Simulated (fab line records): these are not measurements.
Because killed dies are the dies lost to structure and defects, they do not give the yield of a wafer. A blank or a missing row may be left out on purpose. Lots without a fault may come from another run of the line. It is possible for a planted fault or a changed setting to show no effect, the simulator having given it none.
fab line records	flow n5-finfet
[record] lots = 7	wafers = 21
route steps=1938 shown BEOL_M7@1270 BEOL_M8@1368 BEOL_M9@1431 BEOL_M10@1495 BEOL_M11@1536 BEOL_M13@1673
start-h: the number of hours between the record's first day and the start of the first shown wafer of the lot	wait-h: time in hours since the lot's previous step	" unchanged from the row above	L1.1+2: a row that stands for several wafers	- no value, or no start given	* or withheld: withheld	< > ~ a bound
route shown NAME@n: a module of which the file shows steps, and the number in the route of the first	usual: mean/standard deviation of fault-free wafers	same: alike in all rows	chamber/n: place in a boat	sites: the reading at each site	_std_site: how widely they spread, as a standard deviation	_edge_site: the outer-site mean with the inner-site mean subtracted	radius-mm: for every site, how far away it sits from the centre of the wafer	mask NAME#n: copy n	behind: the tool/chamber that last shaped the wafer	hold: reason for holding the lot/hours on hold/outcome of the hold	device: transistor that didn't switch, given as n, p or np	end of line: tests run on the same wafers once the route is complete	step lacking rows: just its recipe	killed: at the first sort, the dies lost to defects and structure; wafer yield is something else	map: the dies of a wafer, with x for killed, . for not killed, _ for no die there
set.NAME: the setting as run; set.NAME@STEP: as run at that earlier step	model.NAME: the simulator's own value behind a step, which no gauge read
lots run with intentionally changed settings; tables by step, rows by wafer
[[steps]]
[step N5_BEOL_M7_COAT_05]
[recipe] resist = CAR-ArF	spin-rpm = 1500	resist-thk-nm = 90
lot.wafer	tool	chamber	start-h	wait-h	set.spin-rpm	model.CAR-ArF_of_BEOL_M7_COAT_05.thk-nm
L075.3+4	litho-track-01	0	-	-	1500	90.4
L075.5	"	0	"	"	1500	90.2
L076.1+4	litho-track-04	0	-	-	1500	90.2
L076.6	"	0	"	"	1500	90
L077.2+3	litho-track-05	0	-	-	1500	89.8
L077.6	"	0	"	"	1500	90
L078.1+5	litho-track-04	0	-	-	1393	92.8
L078.3	"	0	"	"	1500	89.6
L082.1	litho-track-04	0	-	-	1663	85.4
L082.3	"	0	"	"	1500	89.6
L082.5	"	0	"	"	1500	90
L089.2	litho-track-01	0	-	-	1564	88.4
L089.4	"	0	"	"	1500	90.4
L089.6	"	0	"	"	1564	88.6
L090.2	litho-track-05	0	-	-	1500	90
L090.5	"	0	"	"	1569	87.6
L090.6	"	0	"	"	1569	87.8
[step N5_BEOL_M7_EBR_07]
[recipe] solvent = PGMEA	ebr-width-mm = 1.5
[step N5_BEOL_M7_SOFTBAKE_06]
[recipe] temp-c = 110	time-s = 60	resist = CAR-ArF
[step N5_BEOL_M7_EXPOSE_08]
[recipe] mask-id = M7	na = 1.35	source-shape = dipole	sigma-inner = 0.817	sigma-outer = 0.97	polarization = te	dose-mj = 68.25
[step N5_BEOL_M7_PEB_09]
[recipe] peb-temp-c = withheld	peb-time-s = 60	resist = CAR-ArF
[step N5_BEOL_M7_DEVELOP_10]
[recipe] develop-time-s = 30	developer = TMAH	resist = CAR-ArF	rinse-liquid = diw	dry = air-spin	dev-temp-c = 23
lot.wafer	tool	chamber	start-h	wait-h	set.spin-rpm@BEOL_M7_COAT_05	model.CAR-ArF_of_BEOL_M7_COAT_05.thk-nm
L075.3+4	litho-track-01	0	-	-	1500	88.8
L075.5	"	0	"	"	1500	88.4
L076.1+4+6	litho-track-04	0	-	-	1500	88.4
L077.2+3+6	litho-track-04	0	-	-	1500	88.2
L078.1	litho-track-05	0	-	-	1393	91
L078.3	"	0	"	"	1500	87.8
L078.5	"	0	"	"	1393	91.2
L082.1	litho-track-04	0	-	-	1663	83.8
L082.3	"	0	"	"	1500	87.8
L082.5	"	0	"	"	1500	88.2
L089.2+6	litho-track-04	0	-	-	1564	86.8
L089.4	"	0	"	"	1500	88.6
L090.2	litho-track-05	0	-	-	1500	88.2
L090.5	"	0	"	"	1569	86
L090.6	"	0	"	"	1569	86.2
[step N5_BEOL_M7_DESCUM_16]
[recipe] chemistry = O2	time-s = 7.9	source-power-w = 50	bias-power-w = 20	pressure-mtorr = 20	rf-frequency-hz = 2.712e+07	temp-c = 40	resist = CAR-ArF	o2-flow-sccm = 225
lot.wafer	tool	chamber	start-h	wait-h	set.spin-rpm@BEOL_M7_COAT_05	model.CAR-ArF_of_BEOL_M7_COAT_05.thk-nm
L075.3+4	rie-diel-01	0,2	202.12	0.0	1500	83.8
L075.5	"	0	"	"	1500	83.6
L076.1+4	rie-diel-06	0,2	208.20	0.3	1500	83.6
L076.6	"	3	"	"	1500	83.4
L077.2+6	rie-diel-01	1,3	208.23	0.2	1500	83.4
L077.3	"	3	"	"	1500	83.2
L078.1+5	rie-diel-01	0	219.62	0.0	1393	86.2
L078.3	"	3	"	"	1500	83
L082.1	rie-diel-01	0	243.64	0.0	1663	79
L082.3	"	1	"	"	1500	83
L082.5	"	0	"	"	1500	83.4
L089.2	rie-diel-06	1	289.49	0.0	1564	81.8
L089.4	"	2	"	"	1500	83.8
L089.6	"	0	"	"	1564	82
L090.2	rie-diel-01	2	296.53	0.2	1500	83.4
L090.5+6	"	1,2	"	"	1569	81.2
[step N5_BEOL_M7_ETCH_61]
[recipe] chemistry = CF4	target = SiARC	target-depth-a = 455	mask-material = CAR-ArF	time-s = 75.8	ion-energy-ev = 80	pressure-mtorr = 40	source-w = 545	bias-w = 36	Ar_flow_sccm = 100	cf4-flow-sccm = 100	ends = cleared
[step N5_BEOL_M7_ETCH_62]
[recipe] chemistry = N2/H2	target = SOC	target-depth-a = 1100	overetch-a = 220	mask-material = SiARC	temp-c = 40	time-s = 165	ion-energy-ev = 200	pressure-mtorr = 30	source-w = 840	bias-w = 150	n2-flow-sccm = 200	h2-flow-sccm = 200
[step N5_BEOL_M7_STRIP_80]
[recipe] chemistry = N2/H2	time-s = 10	power-w = 450	temp-c = 40	pressure-mtorr = 20	rf-frequency-hz = 6e+07	bias-power-w = 7	n2-flow-sccm = 200	h2-flow-sccm = 200
[step N5_BEOL_M7_HM_STRIP_39]
[recipe] chemistry = peroxide-tin-strip	material = TiN	target-depth-a = 250	temp-c = 50	time-s = 158
lot.wafer	tool	chamber	start-h	wait-h	set.temp-c@BEOL_M7_PECVD_70	model.SiO2_of_BEOL_M7_PECVD_70.thk-nm
L075.3	wet-bench-01	5	203.71	0.0	400	19.6
L075.4	"	7	"	"	391.9	21.2
L075.5	"	4	"	"	391.9	20.8
L076.1	wet-bench-02	3	212.32	0.0	400	19.8
L076.4	"	6	"	"	400	20
L076.6	"	1	"	"	400	20.2
L077.2+3	wet-bench-01	2,6	212.45	0.0	400	19.6
L077.6	"	7	"	"	400	20
L078.1	wet-bench-02	3	221.79	0.0	413.8	18
L078.3+5	"	0,5	"	"	400	20.2
L082.1	wet-bench-02	5	246.75	0.0	400	19.4
L082.3+5	"	3,1	"	"	400	19.8
L089.2	wet-bench-03	5	290.90	0.0	400	19.8
L089.4	"	1	"	"	391.1	21.2
L089.6	"	7	"	"	400	20
L090.2	wet-bench-01	7	299.35	0.0	400	20
L090.5	"	2	"	"	400	20.2
L090.6	"	3	"	"	400	19.8
[step N5_BEOL_M8_DESCUM_33]
[recipe] chemistry = O2	time-s = 7	source-power-w = 50	bias-power-w = 20	pressure-mtorr = 20	rf-frequency-hz = 2.712e+07	temp-c = 40	resist = CAR-EUV	o2-flow-sccm = 225
lot.wafer	tool	chamber	start-h	wait-h	set.time-s	model.CAR-EUV_of_BEOL_M8_COAT_22.thk-nm
L075.3+5	rie-diel-05	1	212.48	0.4	5.962	26.6
L075.4	"	0	"	"	7	26
L076.1+4	rie-diel-05	0,3	218.96	0.3	7	26
L076.6	"	2	"	"	7	26.2
L077.2+3	rie-diel-05	1,0	221.25	0.0	7.402	26
L077.6	"	2	"	"	7	26.2
L078.1+3+5	rie-diel-03	1,3,3	230.22	0.2	7	26
L082.1+3	rie-diel-03	1,0	254.15	0.0	7	26.2
L082.5	"	1	"	"	6.394	26.4
L089.2+4	rie-diel-05	1	298.45	0.0	6.545	26.4
L089.6	"	0	"	"	7	26.2
L090.2+5+6	rie-diel-05	3,2,3	307.60	0.0	7	26
[step N5_BEOL_M9_EXPOSE_25]
[recipe] mask-id = V8	na = 0.33	source-shape = annular	sigma-inner = 0.4	sigma-outer = 0.8	polarization = unpolarized	dose-mj = 37.25
lot.wafer	tool	chamber	start-h	wait-h	mask	set.dose-mj
L075.3+5	euv-scanner-02	0	220.94	-	V8#0	36.07
L075.4	"	0	"	"	V8#0	37.25
L076.1+4+6	euv-scanner-01	0	227.55	-	V8#0	37.25
L077.2+6	euv-scanner-01	0	229.89	-	V8#0	37.25
L077.3	"	0	"	"	V8#0	35.25
L078.1+3	euv-scanner-01	0	237.08	-	V8#0	37.25
L078.5	"	0	"	"	V8#0	34.7
L082.1+3	euv-scanner-02	0	262.77	-	V8#0	37.25
L082.5	"	0	"	"	V8#0	39.31
L089.2+4+6	euv-scanner-01	0	307.30	-	V8#0	37.25
L090.2+5+6	euv-scanner-02	0	316.79	-	V8#0	37.25
[step N5_BEOL_M9_PEB_26]
[recipe] peb-temp-c = 100	peb-time-s = 60	resist = CAR-EUV
[step N5_BEOL_M9_DEVELOP_27]
[recipe] develop-time-s = 30	developer = TMAH	resist = CAR-EUV	rinse-liquid = surfactant-rinse	dry = air-spin	dev-temp-c = 23
[step N5_BEOL_M9_CD_MEAS_28]
[recipe] target-cd-nm = 70	landing-energy-ev = 500	detector = se-inlens	polarity = opening
[usual] cd-nm = 70.24/0.25
lot.wafer	tool	chamber	start-h	wait-h	set.dose-mj@BEOL_M9_EXPOSE_25	cd-nm
L075.3	cd-sem-03	0	221.06	-	36.07	69.60
L075.4	"	0	"	"	37.25	70.72
L075.5	"	0	"	"	36.07	69.59
L076.1	cd-sem-03	0	227.68	-	37.25	70.01
L076.4	"	0	"	"	37.25	70.73
L076.6	"	0	"	"	37.25	70.37
L077.2	cd-sem-03	0	230.01	-	37.25	70.64
L077.3	"	0	"	"	35.25	68.94
L077.6	"	0	"	"	37.25	70.52
L078.1	cd-sem-01	0	237.21	-	37.25	70.24
L078.3	"	0	"	"	37.25	70.20
L078.5	"	0	"	"	34.7	68.55
L082.1	cd-sem-02	0	262.90	-	37.25	70.42
L082.3	"	0	"	"	37.25	69.89
L082.5	"	0	"	"	39.31	71.26
L089.2	cd-sem-01	0	307.43	-	37.25	70.22
L089.4	"	0	"	"	37.25	69.96
L089.6	"	0	"	"	37.25	70.44
L090.2	cd-sem-01	0	316.92	-	37.25	70.55
L090.5	"	0	"	"	37.25	70.27
L090.6	"	0	"	"	37.25	70.30
[step N5_BEOL_M9_ETCH_66]
[recipe] chemistry = N2/H2	target = SOC	target-depth-a = 800	overetch-a = 160	mask-material = SiARC	temp-c = 40	time-s = 120	ion-energy-ev = 200	pressure-mtorr = 30	source-w = 840	bias-w = 150	n2-flow-sccm = 200	h2-flow-sccm = 200
lot.wafer	tool	chamber	start-h	wait-h	set.time-s	model.SiARC_of_BEOL_M9_COAT_64.thk-nm
L075.3+5	rie-diel-01	0	221.26	0.0	98.86	7.4
L075.4	"	3	"	"	120	6.6
L076.1+4+6	rie-diel-06	0,1,1	228.16	0.0	120	6.2
L077.2	rie-diel-06	1	230.30	0.0	129.7	5.6
L077.3	"	2	"	"	120	6.4
L077.6	"	2	"	"	129.7	5.8
L078.1+5	rie-diel-06	1,3	237.41	0.0	120	6.2
L078.3	"	0	"	"	120	6.4
L082.1	rie-diel-02	0	263.10	0.0	120	6.2
L082.3	"	1	"	"	100	7.4
L082.5	"	1	"	"	120	6.6
L089.2	rie-diel-02	2	307.63	0.0	139.4	5.8
L089.4	"	0	"	"	139.4	5.2
L089.6	"	1	"	"	120	6.6
L090.2+6	rie-diel-06	2	317.12	0.0	120	6.4
L090.5	"	1	"	"	120	6.2
[step N5_BEOL_M10_COAT_64]
[recipe] resist = SiARC	temp-c = 220	time-s = 60	spin-rpm = 1500	resist-thk-nm = 30
lot.wafer	tool	chamber	start-h	wait-h	set.spin-rpm	model.SiARC_of_BEOL_M10_COAT_64.thk-nm
L075.3+4+5	litho-track-05	0	-	-	1600	29
L076.1+6	litho-track-05	0	-	-	1500	29.8
L076.4	"	0	"	"	1500	30
L077.2	litho-track-02	0	-	-	1500	29.8
L077.3	"	0	"	"	1500	30
L077.6	"	0	"	"	1445	30.4
L078.1	litho-track-01	0	-	-	1500	30
L078.3+5	"	0	"	"	1500	30.2
L082.1+5	litho-track-01	0	-	-	1500	30
L082.3	"	0	"	"	1409	31
L089.2	litho-track-05	0	-	-	1362	31.4
L089.4	"	0	"	"	1500	30
L089.6	"	0	"	"	1362	31.6
L090.2+5+6	litho-track-01	0	-	-	1500	30
[step N5_BEOL_M10_EXPOSE_25]
[recipe] mask-id = V9	na = 1.35	source-shape = annular	sigma-inner = 0.5	sigma-outer = 0.8	polarization = unpolarized	dose-mj = 85.5
lot.wafer	tool	chamber	start-h	wait-h	mask	set.dose-mj
L075.3+4+5	arfi-scanner-01	0	227.95	-	V9#0	85.5
L076.1+4+6	arfi-scanner-03	0	235.12	-	V9#0	85.5
L077.2	arfi-scanner-02	0	238.32	-	V9#0	91.54
L077.3+6	"	0	"	"	V9#0	85.5
L078.1+3+5	arfi-scanner-02	0	246.01	-	V9#0	85.5
L082.1+3	arfi-scanner-02	0	270.90	-	V9#0	85.5
L082.5	"	0	"	"	V9#0	83.37
L089.2+4+6	arfi-scanner-02	0	316.73	-	V9#0	85.5
L090.2+6	arfi-scanner-02	0	328.47	-	V9#0	82
L090.5	"	0	"	"	V9#0	85.5
[step N5_BEOL_M10_PEB_26]
[recipe] peb-temp-c = withheld	peb-time-s = 60	resist = CAR-ArF
[step N5_BEOL_M10_DEVELOP_27]
[recipe] develop-time-s = 30	developer = TMAH	resist = CAR-ArF	rinse-liquid = diw	dry = air-spin	dev-temp-c = 23
[step N5_BEOL_M10_CD_MEAS_28]
[recipe] target-cd-nm = 70	landing-energy-ev = 500	detector = se-inlens	polarity = opening
[usual] cd-nm = 70.4/1
lot.wafer	tool	chamber	start-h	wait-h	set.dose-mj@BEOL_M10_EXPOSE_25	cd-nm
L075.3	cd-sem-03	0	228.07	-	85.5	70.9
L075.4	"	0	"	"	85.5	70.3
L075.5	"	0	"	"	85.5	70.9
L076.1	cd-sem-01	0	235.25	-	85.5	71.6
L076.4	"	0	"	"	85.5	71.3
L076.6	"	0	"	"	85.5	70.4
L077.2	cd-sem-03	0	238.44	-	91.54	75.7
L077.3	"	0	"	"	85.5	70.5
L077.6	"	0	"	"	85.5	70.5
L078.1	cd-sem-01	0	246.14	-	85.5	69.8
L078.3	"	0	"	"	85.5	71.0
L078.5	"	0	"	"	85.5	69.4
L082.1	cd-sem-01	0	271.03	-	85.5	70.8
L082.3	"	0	"	"	85.5	69.5
L082.5	"	0	"	"	83.37	67.8
L089.2	cd-sem-03	0	316.86	-	85.5	71.1
L089.4	"	0	"	"	85.5	71.3
L089.6	"	0	"	"	85.5	72.3
L090.2	cd-sem-03	0	328.59	-	82	66.1
L090.5	"	0	"	"	85.5	70.2
L090.6	"	0	"	"	82	64.9
[step N5_BEOL_M10_DESCUM_33]
[recipe] chemistry = O2	time-s = 7.9	source-power-w = 50	bias-power-w = 20	pressure-mtorr = 20	rf-frequency-hz = 2.712e+07	temp-c = 40	resist = CAR-ArF	o2-flow-sccm = 225
[step N5_BEOL_M10_ETCH_65]
[recipe] chemistry = CF4	target = SiARC	target-depth-a = 390	mask-material = CAR-ArF	time-s = 65	ion-energy-ev = 80	pressure-mtorr = 40	source-w = 545	bias-w = 36	Ar_flow_sccm = 100	cf4-flow-sccm = 100	ends = cleared
lot.wafer	tool	chamber	start-h	wait-h	set.spin-rpm@BEOL_M10_COAT_64	model.CAR-ArF_of_BEOL_M10_COAT_22.thk-nm	model.etch.depth-nm
L075.3	rie-diel-04	0	228.36	0.0	1600	56.4	29.05
L075.4	"	1	"	"	1600	56.4	29.02
L075.5	"	0	"	"	1600	56.4	29.04
L076.1+6	rie-diel-04	1,2	235.68	0.0	1500	55.4	29.85
L076.4	"	0	"	"	1500	55.4	29.93
L077.2	rie-diel-05	0	238.56	0.0	1500	55.4	29.83
L077.3	"	3	"	"	1500	55.6	29.9
L077.6	"	2	"	"	1445	54.8	30.43
L078.1	rie-diel-05	2	246.26	0.0	1500	55.4	30.01
L078.3	"	1	"	"	1500	55.6	30.12
L078.5	"	1	"	"	1500	55.6	30.11
L082.1	rie-diel-03	2	271.15	0.0	1500	55.4	29.96
L082.3	"	3	"	"	1409	54.4	30.92
L082.5	"	3	"	"	1500	55.2	30.03
L089.2	rie-diel-05	3	316.99	0.0	1362	53.8	31.4
L089.4	"	2	"	"	1500	55.4	29.92
L089.6	"	3	"	"	1362	53.8	31.5
L090.2	rie-diel-03	1	328.72	0.0	1500	55.4	29.91
L090.5	"	2	"	"	1500	55.4	29.92
L090.6	"	3	"	"	1500	55.8	29.91
[step N5_BEOL_M10_ETCH_66]
[recipe] chemistry = N2/H2	target = SOC	target-depth-a = 1200	overetch-a = 240	mask-material = SiARC	temp-c = 40	time-s = 180	ion-energy-ev = 200	pressure-mtorr = 30	source-w = 840	bias-w = 150	n2-flow-sccm = 200	h2-flow-sccm = 200
lot.wafer	tool	chamber	start-h	wait-h	set.spin-rpm@BEOL_M10_COAT_64	model.SiARC_of_BEOL_M10_COAT_64.thk-nm
L075.3+5	rie-diel-04	0	228.41	0.0	1600	21.8
L075.4	"	1	"	"	1600	21.6
L076.1+6	rie-diel-04	1,2	235.73	0.0	1500	22.4
L076.4	"	0	"	"	1500	22.8
L077.2	rie-diel-05	0	238.61	0.0	1500	22.6
L077.3	"	3	"	"	1500	22.4
L077.6	"	2	"	"	1445	23.2
L078.1	rie-diel-05	2	246.31	0.0	1500	22.8
L078.3+5	"	1	"	"	1500	23
L082.1+5	rie-diel-03	2,3	271.20	0.0	1500	23
L082.3	"	3	"	"	1409	23.8
L089.2	rie-diel-05	3	317.04	0.0	1362	23.6
L089.4	"	2	"	"	1500	22.8
L089.6	"	3	"	"	1362	23.8
L090.2	rie-diel-03	1	328.77	0.0	1500	22.6
L090.5	"	2	"	"	1500	23
L090.6	"	3	"	"	1500	22.8
[step N5_BEOL_M11_ILD_DEP_00]
[recipe] material = SiCOH_lowk	target-thk-a = 3085.1	temp-c = 300	precursor = DEMS/porogen	pressure-torr = 5	rf-w = 500	time-s = 58
lot.wafer	tool	chamber	start-h	wait-h	set.temp-c	model.SiCOH_lowk_of_BEOL_M11_ILD_DEP_00.thk-nm
L075.3	pecvd-04	2	231.49	0.1	300	317.4
L075.4	"	0	"	"	304.2	307.2
L075.5	"	2	"	"	300	318.6
L076.1	pecvd-01	2	240.12	0.0	300	306.6
L076.4	"	0	"	"	300	308.8
L076.6	"	1	"	"	300	311.2
L077.2	pecvd-04	0	241.21	0.0	302.1	306.2
L077.3	"	2	"	"	300	311.8
L077.6	"	2	"	"	302.1	311.8
L078.1	pecvd-04	0	249.88	0.0	295.5	314
L078.3	"	2	"	"	300	305.6
L078.5	"	0	"	"	295.5	317.4
L082.1	pecvd-01	1	274.59	0.0	298.1	313.4
L082.3	"	2	"	"	300	304.4
L082.5	"	0	"	"	300	303.6
L089.2	pecvd-04	0	319.69	0.0	300	306.2
L089.4	"	2	"	"	298	316.4
L089.6	"	0	"	"	298	312.2
L090.2	pecvd-01	1	331.81	0.0	300	311
L090.5	"	2	"	"	300	313.4
L090.6	"	0	"	"	300	307.4
[step N5_BEOL_M11_CURE_71]
[recipe] temp-c = 385	time-s = 240	ambient = He/Ar	material = SiCOH_lowk
lot.wafer	tool	chamber	start-h	wait-h	set.temp-c@BEOL_M11_ILD_DEP_00	model.SiCOH_lowk_of_BEOL_M11_ILD_DEP_00.thk-nm
L075.3	uv-cure-02	1	231.73	0.2	300	276
L075.4	"	1	"	"	304.2	267
L075.5	"	1	"	"	300	277
L076.1	uv-cure-03	0	240.20	0.0	300	266.2
L076.4	"	0	"	"	300	268.4
L076.6	"	0	"	"	300	270.4
L077.2	uv-cure-02	0	241.37	0.1	302.1	266
L077.3	"	0	"	"	300	270.8
L077.6	"	0	"	"	302.1	270.8
L078.1	uv-cure-02	2	250.00	0.1	295.5	272.8
L078.3	"	2	"	"	300	265.4
L078.5	"	2	"	"	295.5	276
L082.1	uv-cure-02	0	274.67	0.0	298.1	272.2
L082.3	"	0	"	"	300	264.2
L082.5	"	0	"	"	300	263.6
L089.2	uv-cure-01	2	319.85	0.1	300	265.8
L089.4	"	2	"	"	298	275
L089.6	"	2	"	"	298	271.4
L090.2	uv-cure-03	2	331.97	0.1	300	270.2
L090.5	"	2	"	"	300	272.2
L090.6	"	2	"	"	300	267
[step N5_BEOL_M11_THK_MEAS_01]
[recipe] reads = SiCOH_lowk_of_BEOL_M11_ILD_DEP_00
[usual] M11_ILD_THK = 268/3.3
lot.wafer	tool	chamber	start-h	wait-h	set.temp-c@BEOL_M11_ILD_DEP_00	M11_ILD_THK[nm]
L075.3	film-metro-01	-	232.08	0.3	300	276
L075.4	"	-	"	"	304.2	267
L075.5	"	-	"	"	300	277
L076.1	film-metro-02	-	240.71	0.4	300	266
L076.4	"	-	"	"	300	268
L076.6	"	-	"	"	300	270
L077.2	film-metro-02	-	241.80	0.4	302.1	266
L077.3	"	-	"	"	300	271
L077.6	"	-	"	"	302.1	271
L078.1	film-metro-01	-	250.51	0.4	295.5	273
L078.3	"	-	"	"	300	265
L078.5	"	-	"	"	295.5	276
L082.1	film-metro-01	-	275.18	0.4	298.1	272
L082.3	"	-	"	"	300	264
L082.5	"	-	"	"	300	264
L089.2	film-metro-02	-	320.28	0.4	300	266
L089.4	"	-	"	"	298	275
L089.6	"	-	"	"	298	271
L090.2	film-metro-02	-	332.40	0.4	300	270
L090.5	"	-	"	"	300	272
L090.6	"	-	"	"	300	267
[step N5_BEOL_M13_ETCH_59]
[recipe] chemistry = N2/H2	target = BARC	target-depth-a = 890	overetch-a = 267	time-s = 67.9	ion-energy-ev = 200	pressure-mtorr = 30	source-w = 840	bias-w = 150	n2-flow-sccm = 200	h2-flow-sccm = 200
lot.wafer	tool	chamber	start-h	wait-h	set.time-s	model.coat_of_BEOL_M13_COAT_04.thk-nm
L075.3	rie-diel-01	3	244.27	0.0	67.9	317
L075.4	"	1	"	"	67.9	319
L075.5	"	2	"	"	67.9	315.8
L076.1	rie-diel-01	3	256.71	0.0	67.9	316.6
L076.4	"	2	"	"	67.9	316
L076.6	"	1	"	"	67.9	318.6
L077.2	rie-diel-01	2	259.29	0.0	67.9	316
L077.3	"	3	"	"	67.9	317
L077.6	"	2	"	"	67.9	316.4
L078.1	rie-diel-06	3	264.75	0.0	82.09	299
L078.3	"	0	"	"	82.09	303
L078.5	"	0	"	"	67.9	315.8
L082.1	rie-diel-06	3	292.97	0.0	53.75	329.8
L082.3	"	0	"	"	67.9	318
L082.5	"	0	"	"	53.75	330.6
L089.2	rie-diel-06	3	338.77	0.0	59.65	324.8
L089.4	"	0	"	"	67.9	317.2
L089.6	"	1	"	"	67.9	316
L090.2	rie-diel-02	1	348.94	0.0	67.9	317.8
L090.5	"	0	"	"	71.76	310.6
L090.6	"	1	"	"	67.9	317.6
[[key]]
[split] step = N5_BEOL_M7_COAT_05	setting = spin-rpm	stated = 1500	by = wafer
[response] step = N5_BEOL_M7_COAT_05	reading = model.CAR-ArF_of_BEOL_M7_COAT_05.thk-nm	change = -0.429	per = 1%	r = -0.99
[response] step = N5_BEOL_M7_DEVELOP_10	reading = model.CAR-ArF_of_BEOL_M7_COAT_05.thk-nm	change = -0.415	per = 1%	r = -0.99
[response] step = N5_BEOL_M7_DESCUM_16	reading = model.CAR-ArF_of_BEOL_M7_COAT_05.thk-nm	change = -0.416	per = 1%	r = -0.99
[split] step = N5_BEOL_M8_DESCUM_33	setting = time-s	stated = 7	by = wafer
[response] step = N5_BEOL_M8_DESCUM_33	reading = model.CAR-EUV_of_BEOL_M8_COAT_22.thk-nm	change = -0.0353	per = 1%	r = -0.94
[split] step = N5_BEOL_M9_EXPOSE_25	setting = dose-mj	stated = 37.25	by = wafer
[response] step = N5_BEOL_M9_CD_MEAS_28	reading = cd-nm	change = +0.257	per = 1%	r = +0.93
[split] step = N5_BEOL_M9_ETCH_66	setting = time-s	stated = 120	by = wafer
[response] step = N5_BEOL_M9_ETCH_66	reading = model.SiARC_of_BEOL_M9_COAT_64.thk-nm	change = -0.0592	per = 1%	r = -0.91
[split] step = N5_BEOL_M10_COAT_64	setting = spin-rpm	stated = 1500	by = wafer
[response] step = N5_BEOL_M10_COAT_64	reading = model.SiARC_of_BEOL_M10_COAT_64.thk-nm	change = -0.161	per = 1%	r = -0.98
[response] step = N5_BEOL_M10_ETCH_65	reading = model.CAR-ArF_of_BEOL_M10_COAT_22.thk-nm	change = +0.169	per = 1%	r = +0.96
[response] step = N5_BEOL_M10_ETCH_65	reading = model.etch.depth-nm	change = -0.161	per = 1%	r = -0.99
[response] step = N5_BEOL_M10_ETCH_66	reading = model.SiARC_of_BEOL_M10_COAT_64.thk-nm	change = -0.116	per = 1%	r = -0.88
[split] step = N5_BEOL_M10_EXPOSE_25	setting = dose-mj	stated = 85.5	by = wafer
[response] step = N5_BEOL_M10_CD_MEAS_28	reading = cd-nm	change = +0.85	per = 1%	r = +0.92
[split] step = N5_BEOL_M11_ILD_DEP_00	setting = temp-c	stated = 300	by = wafer
[response] step = N5_BEOL_M11_ILD_DEP_00	reading = model.SiCOH_lowk_of_BEOL_M11_ILD_DEP_00.thk-nm	change = -7.86	per = 1%	r = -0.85
[response] step = N5_BEOL_M11_CURE_71	reading = model.SiCOH_lowk_of_BEOL_M11_ILD_DEP_00.thk-nm	change = -6.97	per = 1%	r = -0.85
[response] step = N5_BEOL_M11_THK_MEAS_01	reading = M11_ILD_THK	change = -6.97	per = 1%	r = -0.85
[split] step = N5_BEOL_M13_ETCH_59	setting = time-s	stated = 67.9	by = wafer
[response] step = N5_BEOL_M13_ETCH_59	reading = model.coat_of_BEOL_M13_COAT_04.thk-nm	change = -0.669	per = 1%	r = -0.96
split outside-this-file step=N5_BEOL_M7_PECVD_70 setting=temp-c
// split outside-this-file: this setting was split too, and the file shows its column; the key of that split is in another file
